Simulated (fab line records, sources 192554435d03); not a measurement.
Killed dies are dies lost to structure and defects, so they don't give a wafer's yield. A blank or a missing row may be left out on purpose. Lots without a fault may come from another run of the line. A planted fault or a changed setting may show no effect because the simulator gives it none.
Chamber matching | flow n5_finfet | N5_BEOL_M11_CMP_52 on cmp-01: 4 sister chambers
The step polishes, stops on SiCOH lowk, t overpolish 7 s, target thk 140 nm. 4 wafers are shown with their chamber, then 7 later ones without.

WAFERS WITH THEIR CHAMBER
wafer  | chamber | motor_current_A (A)
L085.2 | 3       | 7.0
L085.6 | 2       | 5.5
L086.2 | 1       | 6.7
L086.3 | 0       | 5.5

WAFERS WITHOUT THEIR CHAMBER
wafer  | motor_current_A (A)
L086.6 | 6.4
L091.2 | 6.7
L091.3 | 6.7
L091.6 | 7.2
L093.1 | 7.0
L093.2 | 5.2
L093.5 | 5.2

WHICH CHAMBER EACH WENT THROUGH
wafer  | from the rows above     | in truth
L086.6 | can't be placed: 1 or 3 | 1
L091.2 | can't be placed: 1 or 3 | 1
L091.3 | can't be placed: 1 or 3 | 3
L091.6 | can't be placed: 3 or 1 | 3
L093.1 | can't be placed: 3 or 1 | 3
L093.2 | can't be placed: 0 or 2 | 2
L093.5 | can't be placed: 0 or 2 | 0
Placed correctly: 0 of 7. Can't be placed from these rows: 7 (the true chamber is among the candidates in 7). Placed wrongly: 0.
How it was worked out, from the rows above alone: a wafer's distance from a chamber is the root of the sum, over the readings, of the square of ((its reading less the chamber's mean) divided by the reading's scatter). The wafer belongs to the nearest chamber; if the next one is less than 2 further off, it can't be placed. A chamber's mean is the mean of its shown wafers. The scatter: with one shown wafer a chamber, the root of the mean of the squares of how far each hidden wafer lies from its nearest shown one.
